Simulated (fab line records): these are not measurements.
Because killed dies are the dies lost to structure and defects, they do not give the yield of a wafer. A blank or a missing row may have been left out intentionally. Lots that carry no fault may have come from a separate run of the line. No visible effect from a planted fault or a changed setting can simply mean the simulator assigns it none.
fab line records -- flow n5-finfet
[record] lots = 6, wafers = 18, last-day = 18
route steps=1938 shown HKMG_FIN@411 BEOL_M4@1111
lots that met no fault: from a run of the same line without faults
start-h: start of the lot's first displayed wafer, in hours after the record's first day -- wait-h: how many hours have passed since the lot's step before this one -- " same as the row above -- L1.1+2: one row covering several wafers at once -- - no value, or no start given -- * or withheld: withheld -- < > ~ a bound
route shown NAME@n: names a module that has steps shown in the file, with the first one's number in the route -- usual: mean/standard deviation taken from wafers without a fault -- same: alike in all rows -- chamber/n: place in a boat -- sites: the reading at each site -- _std_site: how widely they spread, as a standard deviation -- _edge_site: the outer-site mean with the inner-site mean subtracted -- radius-mm: how far each site lies from the wafer's centre -- mask NAME#n: copy n -- behind: tool/chamber where the wafer was last shaped -- hold: reason for holding the lot/hours on hold/outcome of the hold -- device: the transistor (n, p or np) that didn't switch -- end of line: the same wafers' tests at the end of the route -- a step with no rows: only its recipe -- killed: dies lost to structure and defects at the first sort, not the wafer's yield -- map: a wafer's dies, marking killed ones x, the rest . and places with no die _
set.NAME: setting as actually run; set.NAME@STEP: the setting as run at that earlier step -- model.NAME: the simulator's own value behind a step, which no gauge read
certain route steps with their lots: each step a table, each wafer a row
services: the hour from which a tool's chamber was out of use, counted from the record's first day as start-h (under 0 if before that day), plus the number of hours and why
[[steps]]
[step N5_HKMG_FIN_WET_ETCH_78]
[recipe] chemistry = dNH4OH, mix = 1:50, temp-c = 25, target = Al2O3, stop-on = La2O3, target-depth-nm = 4.5, dry = ipa-marangoni, rinse-time-s = 30, rinse-temp-c = 23
[step N5_HKMG_FIN_ALD_79]
[recipe] material = TiN, target-thk-a = 15, temp-c = 400, ald-precursor-family = TiCl4, ald-co-reactant = NH3, pulse-time-s = 1, purge-time-s = 3, co-reactant-purge-time-s = 2, co-reactant-pulse-time-s = 2, ald-cycles = 68, pressure-torr = 3
[usual] chamber-pressure-Torr = 3.001/0.0071, heater-power-w = 898/160, precursor-pulse-height-rel = 1.000/0.02
lot.wafer,tool,chamber,start-h,wait-h,chamber-pressure-Torr,heater-power-w,precursor-pulse-height-rel,since-wet-clean-h
L271.1,ald-metal-04,2,80.77,0.0,2.997,767,1.016,4359
L271.2,ald-metal-04,1,80.77,0.0,2.995,1024,0.971,4359
L271.5,ald-metal-04,1,80.77,0.0,2.992,1054,0.986,-
L273.2,ald-metal-02,3,89.85,0.0,2.986,830,0.995,5907
L273.3,ald-metal-02,0,89.85,0.0,2.996,952,1.028,5907
L273.6,ald-metal-02,1,89.85,0.0,3.006,896,0.969,-
L283.3,ald-metal-02,1,155.02,0.0,2.999,893,0.987,5972
L283.4,ald-metal-02,3,155.02,0.0,3.011,838,0.991,5972
L283.6,ald-metal-02,1,155.02,0.0,2.986,935,1.022,-
L285.1,ald-metal-03,2,163.27,0.0,2.988,797,0.983,1365
L285.4,ald-metal-03,3,163.27,0.0,3.007,986,1.006,1365
L285.6,ald-metal-03,1,163.27,0.0,3.001,1165,1.009,-
L286.1,ald-metal-02,2,171.46,0.0,3.007,832,1.004,5988
L286.3,ald-metal-02,3,171.46,0.0,2.999,859,0.965,5988
L286.4,ald-metal-02,1,171.46,0.0,3.004,901,1.013,5988
L292.1,ald-metal-03,0,205.55,0.0,2.995,679,0.982,1407
L292.5,ald-metal-03,1,205.55,0.0,2.995,1155,1.015,-
L292.6,ald-metal-03,2,205.55,0.0,3.009,786,0.980,-
[step N5_HKMG_FIN_CVD_62]
[recipe] material = a-Si, target-thk-a = 30, temp-c = 500, precursor = Si2H6, pressure-torr = 1, time-s = 20.8
[usual] chamber-pressure-Torr = 0.9995/0.0023, heater-power-w = 1445/150
[same] time-s = 20.8
lot.wafer,tool,chamber,start-h,wait-h,chamber-pressure-Torr,heater-power-w,since-wet-clean-h
L271.1,thermal-cvd-si-01,0,81.13,0.2,1.0004,1294,136
L271.2,thermal-cvd-si-01,2,81.13,0.2,1.0032,1494,136
L271.5,thermal-cvd-si-01,1,81.13,0.2,0.9997,1616,-
L273.2,thermal-cvd-si-01,0,90.21,0.2,1.0067,1282,145
L273.3,thermal-cvd-si-01,1,90.21,0.2,0.9988,1647,145
L273.6,thermal-cvd-si-01,2,90.21,0.2,0.9982,1561,-
L283.3,thermal-cvd-si-01,2,155.38,0.2,0.9996,1534,210
L283.4,thermal-cvd-si-01,2,155.38,0.2,1.0029,1518,-
L283.6,thermal-cvd-si-01,0,155.38,0.2,0.9974,1329,-
L285.1,thermal-cvd-si-01,1,163.63,0.2,1.0027,1644,218
L285.4,thermal-cvd-si-01,1,163.63,0.2,0.9962,1660,-
L285.6,thermal-cvd-si-01,0,163.63,0.2,0.9978,1315,-
L286.1,thermal-cvd-si-02,2,171.82,0.2,0.9987,1572,955
L286.3,thermal-cvd-si-02,2,171.82,0.2,1.0012,1643,-
L286.4,thermal-cvd-si-02,0,171.82,0.2,0.9982,1265,-
L292.1,thermal-cvd-si-02,0,205.91,0.2,0.9996,1246,989
L292.5,thermal-cvd-si-02,0,205.91,0.2,1.0004,1307,-
L292.6,thermal-cvd-si-02,2,205.91,0.2,1.0027,1593,-
[step N5_HKMG_FIN_RTA_80]
[recipe] temp-c = withheld, time-s = 2, ambient = N2, idle-temp-c = 600, ramp-up-c-per-s = 150, ramp-down-c-per-s = 60, cool-to-c = 600
[step N5_HKMG_FIN_PRECLEAN_64]
[recipe] chemistry = dHF, time-s = 30, temp-c = 25, dilution = withheld
[step N5_HKMG_FIN_WET_ETCH_65]
[recipe] chemistry = TMAH, temp-c = 70, conc-wt-pct = 5, target = a-Si, stop-on = TiN, time-s = 49, target-depth-nm = 3
[step N5_HKMG_FIN_WET_ETCH_81]
[recipe] chemistry = SC1, target = TiN, stop-on = HfO2, mix = 1:1:5, temp-c = 60, time-s = 57, target-depth-nm = 6
[step N5_HKMG_FIN_WET_ETCH_82]
[recipe] chemistry = dHCl, mix = 1:10000, temp-c = 25, target = La2O3, stop-on = HfO2, target-depth-nm = 2, dry = ipa-marangoni, rinse-time-s = 30, rinse-temp-c = 23
[step N5_HKMG_FIN_ALD_36]
[recipe] material = TiN, target-thk-a = 10, temp-c = 400, ald-precursor-family = TiCl4, ald-co-reactant = NH3, pulse-time-s = 1, purge-time-s = 3, co-reactant-purge-time-s = 2, co-reactant-pulse-time-s = 2, ald-cycles = 47, pressure-torr = 3
[usual] chamber-pressure-Torr = 2.999/0.0066, heater-power-w = 902/130, precursor-pulse-height-rel = 1.001/0.019
lot.wafer,tool,chamber,start-h,wait-h,chamber-pressure-Torr,heater-power-w,precursor-pulse-height-rel,since-wet-clean-h
L271.1,ald-metal-02,0,81.53,0.0,2.996,971,1.005,5898
L271.2,ald-metal-02,2,81.53,0.0,2.998,839,1.004,5898
L271.5,ald-metal-02,3,81.53,0.0,2.995,838,1.007,-
L273.2,ald-metal-03,1,90.61,0.0,2.988,1153,1.009,1292
L273.3,ald-metal-03,2,90.61,0.0,2.992,794,0.997,1292
L273.6,ald-metal-03,3,90.61,0.0,2.998,934,0.984,-
L283.3,ald-metal-04,2,156.03,0.0,2.992,752,0.982,4434
L283.4,ald-metal-04,3,156.03,0.0,2.999,1126,1.000,4434
L283.6,ald-metal-04,0,156.03,0.0,2.994,657,0.987,-
L285.1,ald-metal-03,2,164.18,0.0,3.008,794,1.027,1365
L285.4,ald-metal-03,3,164.18,0.0,2.997,953,0.989,1365
L285.6,ald-metal-03,1,164.18,0.0,3.009,1149,0.997,-
L286.1,ald-metal-02,1,172.30,0.0,2.996,911,0.961,5989
L286.3,ald-metal-02,0,172.30,0.0,3.004,973,0.987,5989
L286.4,ald-metal-02,3,172.30,0.0,2.996,851,0.996,5989
L292.1,ald-metal-02,0,206.36,0.0,2.993,927,1.018,6023
L292.5,ald-metal-02,0,206.36,0.0,2.993,937,1.023,-
L292.6,ald-metal-02,1,206.36,0.0,2.989,912,1.020,-
[step N5_HKMG_FIN_THK_MEAS_70]
[recipe] thk-meas-gauge = xrf, reads = HfO2_of_HKMG_FIN_HK_ALD_01
[usual] HK_THK = 1.602/0.019
lot.wafer,tool,chamber,start-h,wait-h,HK_THK[nm]
L271.1,film-metro-02,-,81.81,0.2,1.580
L271.2,film-metro-02,-,81.81,0.2,1.630
L271.5,film-metro-02,-,81.81,0.2,1.573
L273.2,film-metro-01,-,90.89,0.2,1.594
L273.3,film-metro-01,-,90.89,0.2,1.602
L273.6,film-metro-01,-,90.89,0.2,1.584
L283.3,film-metro-02,-,156.31,0.2,1.606
L283.4,film-metro-02,-,156.31,0.2,1.598
L283.6,film-metro-02,-,156.31,0.2,1.596
L285.1,film-metro-01,-,164.46,0.2,1.592
L285.4,film-metro-01,-,164.46,0.2,1.586
L285.6,film-metro-01,-,164.46,0.2,1.611
L286.1,film-metro-02,-,172.58,0.2,1.629
L286.3,film-metro-02,-,172.58,0.2,1.603
L286.4,film-metro-02,-,172.58,0.2,1.580
L292.1,film-metro-01,-,206.64,0.2,1.610
L292.5,film-metro-01,-,206.64,0.2,1.592
L292.6,film-metro-01,-,206.64,0.2,1.607
[step N5_HKMG_FIN_PWFM_ALD_03]
[recipe] material = TiN, target-thk-a = 20, temp-c = 400, ald-precursor-family = TiCl4, ald-co-reactant = NH3, pulse-time-s = 1, purge-time-s = 3, co-reactant-purge-time-s = 2, co-reactant-pulse-time-s = 2, ald-cycles = 91, pressure-torr = 3
[usual] chamber-pressure-Torr = 3.000/0.0063, heater-power-w = 903/150, precursor-pulse-height-rel = 1.000/0.02
lot.wafer,tool,chamber,start-h,wait-h,chamber-pressure-Torr,heater-power-w,precursor-pulse-height-rel,since-wet-clean-h
L271.1,ald-metal-03,2,81.85,0.0,3.000,794,0.976,1283
L271.2,ald-metal-03,1,81.85,0.0,2.994,1149,1.015,1283
L271.5,ald-metal-03,3,81.85,0.0,3.015,958,0.975,-
L273.2,ald-metal-02,1,90.92,0.0,3.004,908,1.014,5908
L273.3,ald-metal-02,3,90.92,0.0,2.990,836,1.030,5908
L273.6,ald-metal-02,3,90.92,0.0,2.991,835,1.016,-
L283.3,ald-metal-02,1,156.34,0.0,2.995,910,1.003,5973
L283.4,ald-metal-02,0,156.34,0.0,2.999,945,1.007,5973
L283.6,ald-metal-02,1,156.34,0.0,2.982,913,0.999,-
L285.1,ald-metal-02,0,164.50,0.0,2.998,952,0.952,5981
L285.4,ald-metal-02,1,164.50,0.0,2.997,910,1.005,5981
L285.6,ald-metal-02,3,164.50,0.0,2.999,862,1.026,-
L286.1,ald-metal-03,1,172.62,0.0,2.998,1161,0.995,1374
L286.3,ald-metal-03,3,172.62,0.0,3.006,952,0.982,1374
L286.4,ald-metal-03,2,172.62,0.0,3.014,771,0.974,1374
L292.1,ald-metal-03,1,206.67,0.0,2.995,1143,1.009,1408
L292.5,ald-metal-03,1,206.67,0.0,2.999,1146,1.040,-
L292.6,ald-metal-03,2,206.67,0.0,3.002,782,0.998,-
[step N5_HKMG_FIN_COAT_29]
[recipe] resist = SOC, temp-c = 250, time-s = 60, spin-rpm = 1500, resist-thk-nm = 300
[step N5_HKMG_FIN_COAT_30]
[recipe] resist = SiARC, temp-c = 220, time-s = 60, spin-rpm = 1500, resist-thk-nm = 35
[usual] heater-power-total-W = 427.9/2.1, spin-speed-rpm = 1499.9/0.91
[same] time-s = 60
lot.wafer,tool,chamber,start-h,wait-h,heater-power-total-W,spin-speed-rpm,model.SiARC_of_HKMG_FIN_COAT_30.thk-nm
L271.1,litho-track-05,0,82.32,-,424.0,1500.2,34.8
L271.2,litho-track-05,0,82.32,-,427.3,1500.2,35
L271.5,litho-track-05,0,82.32,-,429.7,1501.1,34.8
L273.2,litho-track-02,0,91.40,-,425.1,1500.0,35
L273.3,litho-track-02,0,91.40,-,425.9,1500.3,35
L273.6,litho-track-02,0,91.40,-,424.0,1498.8,35
L283.3,litho-track-02,0,156.82,-,429.9,1538.6,34.6
L283.4,litho-track-02,0,156.82,-,429.2,1540.0,34.6
L283.6,litho-track-02,0,156.82,-,424.6,1540.9,34.6
L285.1,litho-track-02,0,164.97,-,425.1,1539.3,34.6
L285.4,litho-track-02,0,164.97,-,428.3,1538.8,34.6
L285.6,litho-track-02,0,164.97,-,429.7,1540.6,34.6
L286.1,litho-track-04,0,173.09,-,425.8,1500.2,35
L286.3,litho-track-04,0,173.09,-,429.9,1498.7,35.2
L286.4,litho-track-04,0,173.09,-,429.8,1501.0,35
L292.1,litho-track-04,0,207.15,-,430.8,1498.7,35
L292.5,litho-track-04,0,207.15,-,430.1,1499.4,35
L292.6,litho-track-04,0,207.15,-,428.0,1498.0,34.8
[step N5_HKMG_FIN_COAT_06]
[recipe] resist = CAR-ArF, spin-rpm = 1500, resist-thk-nm = 90
[step N5_HKMG_FIN_EBR_08]
[recipe] solvent = PGMEA, ebr-width-mm = 1.5
[step N5_HKMG_FIN_SOFTBAKE_07]
[recipe] temp-c = 110, time-s = 60, resist = CAR-ArF
[step N5_HKMG_FIN_EXPOSE_09]
[recipe] mask-id = NWFM, na = 1.35, source-shape = conventional, sigma-outer = 0.8, polarization = unpolarized, dose-mj = 39.25
[step N5_HKMG_FIN_PEB_10]
[recipe] peb-temp-c = withheld, peb-time-s = 60, resist = CAR-ArF
[step N5_HKMG_FIN_DEVELOP_11]
[recipe] develop-time-s = 30, developer = TMAH, resist = CAR-ArF, dev-temp-c = 23, rinse-liquid = diw, dry = air-spin
[step N5_HKMG_FIN_CD_MEAS_12]
[recipe] target-cd-nm = 92.8, landing-energy-ev = 500, detector = se-inlens
[usual] cd-nm = 92.0/0.9
lot.wafer,tool,chamber,start-h,wait-h,cd-nm
L271.1,cd-sem-02,0,82.56,-,93.6
L271.2,cd-sem-02,0,82.56,-,94.5
L271.5,cd-sem-02,0,82.56,-,92.8
L273.2,cd-sem-03,0,91.64,-,92.6
L273.3,cd-sem-03,0,91.64,-,92.8
L273.6,cd-sem-03,0,91.64,-,94.4
L283.3,cd-sem-02,0,157.18,-,91.0
L283.4,cd-sem-02,0,157.18,-,91.0
L283.6,cd-sem-02,0,157.18,-,91.7
L285.1,cd-sem-01,0,165.34,-,92.6
L285.4,cd-sem-01,0,165.34,-,93.9
L285.6,cd-sem-01,0,165.34,-,92.3
L286.1,cd-sem-02,0,173.45,-,92.4
L286.3,cd-sem-02,0,173.45,-,91.0
L286.4,cd-sem-02,0,173.45,-,90.9
L292.1,cd-sem-03,0,207.51,-,92.0
L292.5,cd-sem-03,0,207.51,-,91.1
L292.6,cd-sem-03,0,207.51,-,90.9
[step N5_HKMG_FIN_OVL_MEAS_13]
[recipe] points-per-wafer = 44
[usual] NWFM_OVL = -0.2/0.78
lot.wafer,tool,chamber,start-h,wait-h,NWFM_OVL[nm]
L271.1,overlay-02,0,82.59,0.0,-0.1
L271.2,overlay-02,0,82.59,0.0,1.4
L271.5,overlay-02,0,82.59,0.0,0.0
L273.2,overlay-02,0,91.67,0.0,1.5
L273.3,overlay-02,0,91.67,0.0,0.4
L273.6,overlay-02,0,91.67,0.0,0.8
L283.3,overlay-02,0,157.21,0.0,-0.5
L283.4,overlay-02,0,157.21,0.0,-0.9
L283.6,overlay-02,0,157.21,0.0,-1.9
L285.1,overlay-02,0,165.37,0.0,0.2
L285.4,overlay-02,0,165.37,0.0,-1.1
L285.6,overlay-02,0,165.37,0.0,-1.3
L286.1,overlay-02,0,173.48,0.0,-0.6
L286.3,overlay-02,0,173.48,0.0,-1.3
L286.4,overlay-02,0,173.48,0.0,0.0
L292.1,overlay-01,0,207.54,0.0,0.7
L292.5,overlay-01,0,207.54,0.0,-0.2
L292.6,overlay-01,0,207.54,0.0,-1.0
[step N5_HKMG_FIN_INSPECT_14]
[recipe] mode = adi, inspect-instrument = macro
[usual] raw-defect-count = 2.3/1.5
lot.wafer,tool,chamber,start-h,wait-h,raw-defect-count
L271.1,defect-inspect-01,-,82.61,0.0,3
L271.2,defect-inspect-01,-,82.61,0.0,2
L271.5,defect-inspect-01,-,82.61,0.0,2
L273.2,defect-inspect-02,-,91.69,0.0,2
L273.3,defect-inspect-02,-,91.69,0.0,2
L273.6,defect-inspect-02,-,91.69,0.0,1
L283.3,defect-inspect-01,-,157.24,0.0,4
L283.4,defect-inspect-01,-,157.24,0.0,1
L283.6,defect-inspect-01,-,157.24,0.0,5
L285.1,defect-inspect-01,-,165.39,0.0,3
L285.4,defect-inspect-01,-,165.39,0.0,0
L285.6,defect-inspect-01,-,165.39,0.0,1
L286.1,defect-inspect-02,-,173.51,0.0,3
L286.3,defect-inspect-02,-,173.51,0.0,0
L286.4,defect-inspect-02,-,173.51,0.0,2
L292.1,defect-inspect-02,-,207.57,0.0,0
L292.5,defect-inspect-02,-,207.57,0.0,4
L292.6,defect-inspect-02,-,207.57,0.0,3
[step N5_HKMG_FIN_DESCUM_17]
[recipe] chemistry = O2, time-s = 7.9, source-power-w = 50, bias-power-w = 20, pressure-mtorr = 20, rf-frequency-hz = 2.712e+07, temp-c = 40, resist = CAR-ArF, o2-flow-sccm = 225
[step N5_HKMG_FIN_ETCH_31]
[recipe] chemistry = CF4, target = SiARC, target-depth-a = 455, mask-material = CAR-ArF, time-s = 75.8, ion-energy-ev = 80, pressure-mtorr = 40, source-w = 545, bias-w = 36, Ar_flow_sccm = 100, cf4-flow-sccm = 100, ends = cleared
[usual] bias-w = 36.00/0.098, drypump-motor-current-A = 5.5/0.41, etch-rf-on-time-s = 75.9/2.5, oes-product-au = 0.68/0.082, rf-vpp-V = 184.1/1.3, showerhead-plenum-p-Torr = 2.15/0.087, throttle-valve-pct = 15.64/0.29
lot.wafer,tool,chamber,start-h,wait-h,bias-w,drypump-motor-current-A,etch-rf-on-time-s,oes-product-au,rf-hours-counter-h,rf-vpp-V,showerhead-plenum-p-Torr,throttle-valve-pct,model.etch.depth-nm
L271.1,rie-diel-03,2,82.70,0.0,36.07,6.0,72.1,0.83,8,187.0,2.28,15.22,34.83
L271.2,rie-diel-03,0,82.70,0.0,35.96,5.5,76.6,0.63,153,183.0,2.06,15.94,34.92
L271.5,rie-diel-03,1,82.70,0.0,36.00,5.0,73.0,0.60,-,182.2,2.04,15.88,34.88
L273.2,rie-diel-03,3,91.96,0.0,35.85,5.4,80.0,0.70,64,183.9,2.25,15.48,34.96
L273.3,rie-diel-03,1,91.96,0.0,36.08,5.0,74.6,0.60,231,182.5,2.04,15.87,35.06
L273.6,rie-diel-03,1,91.96,0.0,36.03,5.0,74.1,0.60,-,183.3,2.03,15.88,34.92
L283.3,rie-diel-03,2,157.34,0.0,35.99,6.0,70.7,0.79,29,185.0,2.27,15.28,34.63
L283.4,rie-diel-03,0,157.34,0.0,36.19,5.5,77.3,0.62,175,183.9,2.05,15.99,34.57
L283.6,rie-diel-03,1,157.34,0.0,35.95,5.0,74.0,0.59,-,182.8,2.03,15.92,34.64
L285.1,rie-diel-03,3,165.46,0.0,36.05,5.4,78.9,0.68,79,185.8,2.25,15.50,34.51
L285.4,rie-diel-03,3,165.46,0.0,36.03,5.4,79.7,0.68,-,186.1,2.25,15.52,34.52
L285.6,rie-diel-03,2,165.46,0.0,36.31,6.0,70.8,0.78,-,187.6,2.27,15.29,34.51
L286.1,rie-diel-03,2,173.58,0.0,36.01,6.0,72.3,0.77,35,185.6,2.27,15.27,35.01
L286.3,rie-diel-03,3,173.58,0.0,36.09,5.4,81.0,0.68,83,186.6,2.25,15.51,35.12
L286.4,rie-diel-03,0,173.58,0.0,35.96,5.5,78.6,0.61,-,184.1,2.05,16.01,34.97
L292.1,rie-diel-05,3,207.69,0.0,36.15,6.3,76.1,0.76,33,183.8,2.12,15.20,34.96
L292.5,rie-diel-05,1,207.69,0.0,36.14,5.6,76.1,0.67,-,183.5,2.07,15.71,35.02
L292.6,rie-diel-05,0,207.69,0.0,35.90,4.7,75.6,0.73,-,185.1,2.18,15.35,34.79
[step N5_HKMG_FIN_ETCH_32]
[recipe] chemistry = N2/H2, target = SOC, target-depth-a = 2400, temp-c = 40, time-s = 300, ion-energy-ev = 200, mask-material = SiARC, pressure-mtorr = 30, source-w = 840, bias-w = 150, n2-flow-sccm = 200, h2-flow-sccm = 200
[usual] bias-w = 150.0/0.47, drypump-motor-current-A = 5.6/0.42, oes-product-au = 0.79/0.099, rf-vpp-V = 524/3.2, showerhead-plenum-p-Torr = 2.54/0.1, throttle-valve-pct = 17.8/0.4
[same] time-s = 300
lot.wafer,tool,chamber,start-h,wait-h,bias-w,drypump-motor-current-A,oes-product-au,rf-hours-counter-h,rf-vpp-V,showerhead-plenum-p-Torr,throttle-valve-pct
L271.1,rie-diel-03,2,82.75,0.0,149.7,6.0,0.96,8,528,2.69,17.3
L271.2,rie-diel-03,0,82.75,0.0,149.9,5.5,0.73,153,519,2.44,18.4
L271.5,rie-diel-03,1,82.75,0.0,149.8,5.0,0.70,-,521,2.42,18.1
L273.2,rie-diel-03,3,92.01,0.0,150.9,5.4,0.82,64,528,2.66,17.5
L273.3,rie-diel-03,1,92.01,0.0,150.4,5.0,0.70,231,520,2.42,18.1
L273.6,rie-diel-03,1,92.01,0.0,149.9,5.0,0.70,-,520,2.42,18.1
L283.3,rie-diel-03,2,157.39,0.0,150.7,6.0,0.92,29,528,2.68,17.3
L283.4,rie-diel-03,0,157.39,0.0,149.3,5.6,0.70,175,520,2.43,18.4
L283.6,rie-diel-03,1,157.39,0.0,150.6,5.0,0.68,-,519,2.41,18.1
L285.1,rie-diel-03,3,165.52,0.0,150.5,5.4,0.79,79,527,2.66,17.5
L285.4,rie-diel-03,3,165.52,0.0,150.5,5.4,0.79,-,527,2.66,17.5
L285.6,rie-diel-03,2,165.52,0.0,151.1,6.0,0.92,-,525,2.68,17.3
L286.1,rie-diel-03,2,173.63,0.0,150.2,6.0,0.91,35,528,2.68,17.3
L286.3,rie-diel-03,3,173.63,0.0,149.7,5.4,0.79,83,527,2.66,17.5
L286.4,rie-diel-03,0,173.63,0.0,149.9,5.5,0.71,-,520,2.43,18.4
L292.1,rie-diel-05,3,207.75,0.0,149.1,6.3,0.90,33,523,2.46,17.1
L292.5,rie-diel-05,1,207.75,0.0,150.3,5.6,0.79,-,520,2.44,17.8
L292.6,rie-diel-05,0,207.75,0.0,150.0,4.7,0.85,-,526,2.59,17.5
[step N5_BEOL_M4_RC_MEAS_101]
[usual] DIBL_N = 37.5/2.5, DIBL_P = 38/3.1, IOFF_N = 0.19/0.059, IOFF_P = 0.24/0.061, ION_N = 679/16, ION_P = 465/9.8, SS_N = 72.0/0.8, SS_P = 73.7/0.86, VT_N = 248/4.5, VT_P = -249/3.5
lot.wafer,tool,chamber,start-h,wait-h,DIBL_N[mV/V],DIBL_P[mV/V],IOFF_N[nA/um],IOFF_P[nA/um],ION_N[uA/um],ION_P[uA/um],SS_N[mV/dec],SS_P[mV/dec],VT_N[mV],VT_P[mV]
L271.1,prober-02,0,169.76,0.0,37.1,39,0.19,0.25,682,466,71.6,73.0,248,-248
L271.2,prober-02,0,169.76,0.0,33.9,35,0.13,0.19,666,461,71.2,72.9,255,-249
L271.5,prober-02,0,169.76,0.0,38.0,40,0.21,0.28,687,466,72.3,73.5,247,-247
L273.2,prober-01,0,188.58,0.2,35.6,37,0.16,0.24,680,472,71.6,73.0,248,-247
L273.3,prober-01,0,188.58,0.2,37.6,37,0.17,0.23,657,454,72.6,73.4,249,-249
L273.6,prober-01,0,188.58,0.2,37.2,37,0.17,0.22,674,462,71.5,73.2,253,-253
L283.3,prober-02,0,257.34,0.3,43.9,45,0.41,0.56,724,496,73.8,75.5,236,-235
L283.4,prober-02,0,257.34,0.3,36.5,34,0.15,0.23,690,476,71.1,72.3,250,-245
L283.6,prober-02,0,257.34,0.3,36.9,34,0.17,0.24,683,472,72.2,73.3,247,-243
L285.1,prober-01,0,258.07,0.0,35.2,38,0.15,0.23,654,453,71.0,72.2,251,-247
L285.4,prober-01,0,258.07,0.0,35.1,36,0.16,0.20,672,458,71.7,73.9,248,-250
L285.6,prober-01,0,258.07,0.0,37.7,40,0.23,0.27,679,459,72.7,74.4,244,-248
L286.1,prober-02,0,262.67,0.0,39.4,41,0.22,0.26,705,478,72.4,73.8,247,-248
L286.3,prober-02,0,262.67,0.0,37.8,39,0.20,0.24,682,464,72.4,74.1,248,-250
L286.4,prober-02,0,262.67,0.0,40.2,43,0.24,0.30,704,478,71.6,75.0,245,-246
L292.1,prober-02,0,311.96,0.0,37.4,39,0.18,0.22,683,461,72.1,73.8,248,-250
L292.5,prober-02,0,311.96,0.0,33.9,35,0.13,0.18,666,458,71.2,73.1,251,-252
L292.6,prober-02,0,311.96,0.0,38.7,41,0.22,0.27,686,469,72.9,74.3,249,-248
[[services]]
tool,chamber,start-h,hours,kind
rie-diel-05,0,57.28,-,clean
rie-diel-05,0,57.28,-,consumable-replace:focus-ring
rie-diel-03,-,57.49,2.8,pm
rie-diel-05,2,79.97,7.6,repair
ald-metal-03,0,83.19,60.3,repair
thermal-cvd-si-02,-,88.13,1.2,repair
ald-metal-03,-,88.17,0.3,repair
rie-diel-03,3,102.94,20.2,repair
rie-diel-05,3,103.52,-,clean
rie-diel-03,2,110.03,1.3,repair
rie-diel-03,-,114.49,14.6,pm
thermal-cvd-si-01,1,137.20,9.7,repair
ald-metal-02,-,137.72,6.0,pm
rie-diel-03,1,157.81,-,clean
rie-diel-03,1,157.81,-,consumable-replace:focus-ring
rie-diel-03,1,157.81,-,consumable-replace:showerhead
rie-diel-03,1,157.81,22.6,scheduled-down
rie-diel-03,1,157.81,22.6,vent-cycle
thermal-cvd-si-02,1,162.68,106.3,repair
thermal-cvd-si-01,-,164.45,1.5,repair
rie-diel-03,0,167.94,1.8,repair
ald-metal-04,0,168.96,11.9,repair
thermal-cvd-si-01,0,174.38,6.8,repair
thermal-cvd-si-01,1,198.28,4.0,repair
[[key]]
[first-sign] step = N5_HKMG_FIN_COAT_30, reading = spin-speed-rpm, direction = up, sigmas = 44, usual = *, struck = *
effect none on later readings
[model-effect] step = N5_HKMG_FIN_COAT_30, value = SiARC_of_HKMG_FIN_COAT_30.thk-nm, without = 35.03, struck = 34.6
[model-effect] step = N5_HKMG_FIN_ETCH_31, value = etch.depth-nm, without = 35.02, struck = 34.57
met-at N5_HKMG_FIN_COAT_30
struck-wafers L283.3,L283.4,L283.6,L285.1,L285.4,L285.6
onset-between 91.40 156.82
[fault] kind = process-parameter-drift, tool = litho-track-02, chamber = -, onset-h = 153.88, steps = N5_HKMG_FIN_COAT_30, channel = spin-rpm, offset = *, shape = step, end-h = 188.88, acts-in = *, stated = *
